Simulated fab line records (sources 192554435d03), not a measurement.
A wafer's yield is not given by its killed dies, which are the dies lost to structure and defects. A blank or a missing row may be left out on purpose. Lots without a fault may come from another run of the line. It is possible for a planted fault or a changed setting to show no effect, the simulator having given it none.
Split-lot experiment || flow n5Finfet || route with 1938 steps; 7 lots, 39 wafers read

## THE SPLIT ITSELF
At N5_MIM_TOP_ETCH_PECVD_03 (deposits SiNx from SiH4/NH3/N2, target thk 20 nm, time 17.6 s), the setting timeS was moved away from the recipe's 17.6 s on 9 of the 39 wafers read, by -45.1% to +35.9%. All remaining wafers had this setting at the recipe value.

The split's own step is where the reading is taken.

## THE READING
SiNx_of_MIM_TOP_ETCH_PECVD_03.thkNm (the simulator's own value, which no gauge read), in nm, at N5_MIM_TOP_ETCH_PECVD_03 (deposits SiNx from SiH4/NH3/N2, target thk 20 nm, time 17.6 s). The file does not state a usual value for it. Here, 30 wafers ran the recipe; their average is 20.1 nm with a standard deviation of 0.29 nm.

{"wafer": "L075.1", "tool, chamber at the split": "pecvd-03, 2", "timeS as run, s": 17.6, "against the recipe": "recipe", "SiNx_of_MIM_TOP_ETCH_PECVD_03.thkNm, nm": 20, "against lot-mates on the recipe": "-"}
{"wafer": "L075.2", "tool, chamber at the split": "pecvd-03, 0", "timeS as run, s": 17.6, "against the recipe": "recipe", "SiNx_of_MIM_TOP_ETCH_PECVD_03.thkNm, nm": 20.2, "against lot-mates on the recipe": "-"}
{"wafer": "L075.3", "tool, chamber at the split": "pecvd-03, 1", "timeS as run, s": 23.91, "against the recipe": "+35.9%", "SiNx_of_MIM_TOP_ETCH_PECVD_03.thkNm, nm": 26.8, "against lot-mates on the recipe": "+6.5"}
{"wafer": "L075.4", "tool, chamber at the split": "pecvd-03, 2", "timeS as run, s": 23.91, "against the recipe": "+35.9%", "SiNx_of_MIM_TOP_ETCH_PECVD_03.thkNm, nm": 27.4, "against lot-mates on the recipe": "+7.1"}
{"wafer": "L075.5", "tool, chamber at the split": "pecvd-03, 1", "timeS as run, s": 23.91, "against the recipe": "+35.9%", "SiNx_of_MIM_TOP_ETCH_PECVD_03.thkNm, nm": 27.6, "against lot-mates on the recipe": "+7.3"}
{"wafer": "L075.6", "tool, chamber at the split": "pecvd-03, 0", "timeS as run, s": 17.6, "against the recipe": "recipe", "SiNx_of_MIM_TOP_ETCH_PECVD_03.thkNm, nm": 20.6, "against lot-mates on the recipe": "-"}
{"wafer": "L078.1", "tool, chamber at the split": "pecvd-04, 1,0,2", "timeS as run, s": 17.6, "against the recipe": "recipe", "SiNx_of_MIM_TOP_ETCH_PECVD_03.thkNm, nm": 20.2, "against lot-mates on the recipe": "-"}
{"wafer": "L078.2", "tool, chamber at the split": "pecvd-04, 1,0,2", "timeS as run, s": 17.6, "against the recipe": "recipe", "SiNx_of_MIM_TOP_ETCH_PECVD_03.thkNm, nm": 20.2, "against lot-mates on the recipe": "-"}
{"wafer": "L078.5", "tool, chamber at the split": "pecvd-04, 1,0,2", "timeS as run, s": 17.6, "against the recipe": "recipe", "SiNx_of_MIM_TOP_ETCH_PECVD_03.thkNm, nm": 20.2, "against lot-mates on the recipe": "-"}
{"wafer": "L078.3", "tool, chamber at the split": "pecvd-04, 2", "timeS as run, s": 17.6, "against the recipe": "recipe", "SiNx_of_MIM_TOP_ETCH_PECVD_03.thkNm, nm": 19.8, "against lot-mates on the recipe": "-"}
{"wafer": "L078.4", "tool, chamber at the split": "pecvd-04, 0,1", "timeS as run, s": 17.6, "against the recipe": "recipe", "SiNx_of_MIM_TOP_ETCH_PECVD_03.thkNm, nm": 20.4, "against lot-mates on the recipe": "-"}
{"wafer": "L078.6", "tool, chamber at the split": "pecvd-04, 0,1", "timeS as run, s": 17.6, "against the recipe": "recipe", "SiNx_of_MIM_TOP_ETCH_PECVD_03.thkNm, nm": 20.4, "against lot-mates on the recipe": "-"}
{"wafer": "L085.1", "tool, chamber at the split": "pecvd-04, 1,2", "timeS as run, s": 17.6, "against the recipe": "recipe", "SiNx_of_MIM_TOP_ETCH_PECVD_03.thkNm, nm": 19.8, "against lot-mates on the recipe": "-"}
{"wafer": "L085.3", "tool, chamber at the split": "pecvd-04, 1,2", "timeS as run, s": 17.6, "against the recipe": "recipe", "SiNx_of_MIM_TOP_ETCH_PECVD_03.thkNm, nm": 19.8, "against lot-mates on the recipe": "-"}
{"wafer": "L085.2", "tool, chamber at the split": "pecvd-04, 0", "timeS as run, s": 17.6, "against the recipe": "recipe", "SiNx_of_MIM_TOP_ETCH_PECVD_03.thkNm, nm": 20, "against lot-mates on the recipe": "-"}
{"wafer": "L085.4", "tool, chamber at the split": "pecvd-04, 0,1,2", "timeS as run, s": 17.6, "against the recipe": "recipe", "SiNx_of_MIM_TOP_ETCH_PECVD_03.thkNm, nm": 20.4, "against lot-mates on the recipe": "-"}
{"wafer": "L085.5", "tool, chamber at the split": "pecvd-04, 0,1,2", "timeS as run, s": 17.6, "against the recipe": "recipe", "SiNx_of_MIM_TOP_ETCH_PECVD_03.thkNm, nm": 20.4, "against lot-mates on the recipe": "-"}
{"wafer": "L085.6", "tool, chamber at the split": "pecvd-04, 0,1,2", "timeS as run, s": 17.6, "against the recipe": "recipe", "SiNx_of_MIM_TOP_ETCH_PECVD_03.thkNm, nm": 20.4, "against lot-mates on the recipe": "-"}
{"wafer": "L090.1", "tool, chamber at the split": "pecvd-02, 2,1", "timeS as run, s": 17.6, "against the recipe": "recipe", "SiNx_of_MIM_TOP_ETCH_PECVD_03.thkNm, nm": 19.8, "against lot-mates on the recipe": "-"}
{"wafer": "L090.3", "tool, chamber at the split": "pecvd-02, 2,1", "timeS as run, s": 17.6, "against the recipe": "recipe", "SiNx_of_MIM_TOP_ETCH_PECVD_03.thkNm, nm": 19.8, "against lot-mates on the recipe": "-"}
{"wafer": "L090.2", "tool, chamber at the split": "pecvd-02, 0", "timeS as run, s": 17.6, "against the recipe": "recipe", "SiNx_of_MIM_TOP_ETCH_PECVD_03.thkNm, nm": 19.4, "against lot-mates on the recipe": "-"}
{"wafer": "L090.4", "tool, chamber at the split": "pecvd-02, 2", "timeS as run, s": 17.6, "against the recipe": "recipe", "SiNx_of_MIM_TOP_ETCH_PECVD_03.thkNm, nm": 20.2, "against lot-mates on the recipe": "-"}
{"wafer": "L090.5", "tool, chamber at the split": "pecvd-02, 1", "timeS as run, s": 17.6, "against the recipe": "recipe", "SiNx_of_MIM_TOP_ETCH_PECVD_03.thkNm, nm": 20, "against lot-mates on the recipe": "-"}
{"wafer": "L090.6", "tool, chamber at the split": "pecvd-02, 0", "timeS as run, s": 17.6, "against the recipe": "recipe", "SiNx_of_MIM_TOP_ETCH_PECVD_03.thkNm, nm": 19.6, "against lot-mates on the recipe": "-"}
{"wafer": "L087.2", "tool, chamber at the split": "pecvd-02, 2", "timeS as run, s": 17.6, "against the recipe": "recipe", "SiNx_of_MIM_TOP_ETCH_PECVD_03.thkNm, nm": 20, "against lot-mates on the recipe": "-"}
{"wafer": "L087.4", "tool, chamber at the split": "pecvd-02, 1", "timeS as run, s": 17.6, "against the recipe": "recipe", "SiNx_of_MIM_TOP_ETCH_PECVD_03.thkNm, nm": 20.2, "against lot-mates on the recipe": "-"}
{"wafer": "L087.6", "tool, chamber at the split": "pecvd-02, 0", "timeS as run, s": 17.6, "against the recipe": "recipe", "SiNx_of_MIM_TOP_ETCH_PECVD_03.thkNm, nm": 19.8, "against lot-mates on the recipe": "-"}
{"wafer": "L091.1", "tool, chamber at the split": "pecvd-03, 2", "timeS as run, s": 9.659, "against the recipe": "-45.1%", "SiNx_of_MIM_TOP_ETCH_PECVD_03.thkNm, nm": 11, "against lot-mates on the recipe": -9.0}
{"wafer": "L091.2", "tool, chamber at the split": "pecvd-03, 1", "timeS as run, s": 17.6, "against the recipe": "recipe", "SiNx_of_MIM_TOP_ETCH_PECVD_03.thkNm, nm": 19.6, "against lot-mates on the recipe": "-"}
{"wafer": "L091.3", "tool, chamber at the split": "pecvd-03, 0,2", "timeS as run, s": 9.659, "against the recipe": "-45.1%", "SiNx_of_MIM_TOP_ETCH_PECVD_03.thkNm, nm": 11.2, "against lot-mates on the recipe": -8.8}
{"wafer": "L091.4", "tool, chamber at the split": "pecvd-03, 0,2", "timeS as run, s": 9.659, "against the recipe": "-45.1%", "SiNx_of_MIM_TOP_ETCH_PECVD_03.thkNm, nm": 11.2, "against lot-mates on the recipe": -8.8}
{"wafer": "L091.5", "tool, chamber at the split": "pecvd-03, 0", "timeS as run, s": 17.6, "against the recipe": "recipe", "SiNx_of_MIM_TOP_ETCH_PECVD_03.thkNm, nm": 20.4, "against lot-mates on the recipe": "-"}
{"wafer": "L091.6", "tool, chamber at the split": "pecvd-03, 1", "timeS as run, s": 17.6, "against the recipe": "recipe", "SiNx_of_MIM_TOP_ETCH_PECVD_03.thkNm, nm": 20, "against lot-mates on the recipe": "-"}
{"wafer": "L093.1", "tool, chamber at the split": "pecvd-04, 1", "timeS as run, s": 20.32, "against the recipe": "+15.5%", "SiNx_of_MIM_TOP_ETCH_PECVD_03.thkNm, nm": 23, "against lot-mates on the recipe": "+2.8"}
{"wafer": "L093.2", "tool, chamber at the split": "pecvd-04, 2", "timeS as run, s": 17.6, "against the recipe": "recipe", "SiNx_of_MIM_TOP_ETCH_PECVD_03.thkNm, nm": 20, "against lot-mates on the recipe": "-"}
{"wafer": "L093.3", "tool, chamber at the split": "pecvd-04, 0", "timeS as run, s": 20.32, "against the recipe": "+15.5%", "SiNx_of_MIM_TOP_ETCH_PECVD_03.thkNm, nm": 23.2, "against lot-mates on the recipe": "+3.0"}
{"wafer": "L093.4", "tool, chamber at the split": "pecvd-04, 0", "timeS as run, s": 17.6, "against the recipe": "recipe", "SiNx_of_MIM_TOP_ETCH_PECVD_03.thkNm, nm": 20.4, "against lot-mates on the recipe": "-"}
{"wafer": "L093.5", "tool, chamber at the split": "pecvd-04, 2", "timeS as run, s": 17.6, "against the recipe": "recipe", "SiNx_of_MIM_TOP_ETCH_PECVD_03.thkNm, nm": 20.2, "against lot-mates on the recipe": "-"}
{"wafer": "L093.6", "tool, chamber at the split": "pecvd-04, 1", "timeS as run, s": 20.32, "against the recipe": "+15.5%", "SiNx_of_MIM_TOP_ETCH_PECVD_03.thkNm, nm": 23.8, "against lot-mates on the recipe": "+3.6"}
Rows listing several chambers each stand for several wafers; the file does not say which wafer went through which chamber.

THE FIT
A straight line over all 39 wafers: SiNx_of_MIM_TOP_ETCH_PECVD_03.thkNm changes by +0.2 nm for each +1% of timeS; r = +1.00; the points scatter about the line by 0.3 nm.
The same after taking each lot's own level away (the mean of its wafers on the recipe; 39 wafers): +0.196 nm for each +1%; r = +1.00; scatter 0.26 nm.
That fit puts the effect of the largest move of timeS on the reading at 8.9 nm.
Across the lots, their own levels run from 19.80 to 20.27 nm, a range of 1.6 times the standard deviation given above.
Consequently the slope shifts little with the lot-to-lot level, the two slopes agreeing.
Check: for one of the wafers moved furthest among these (-45.1%), held out of the fit, the line's prediction against its lot-mates is -8.82 nm. It came out at -9 nm against them.

## THE FILE'S OWN FIT
SiNx_of_MIM_TOP_ETCH_PECVD_03.thkNm changes by +0.196 nm for each +1% of timeS, r = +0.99.
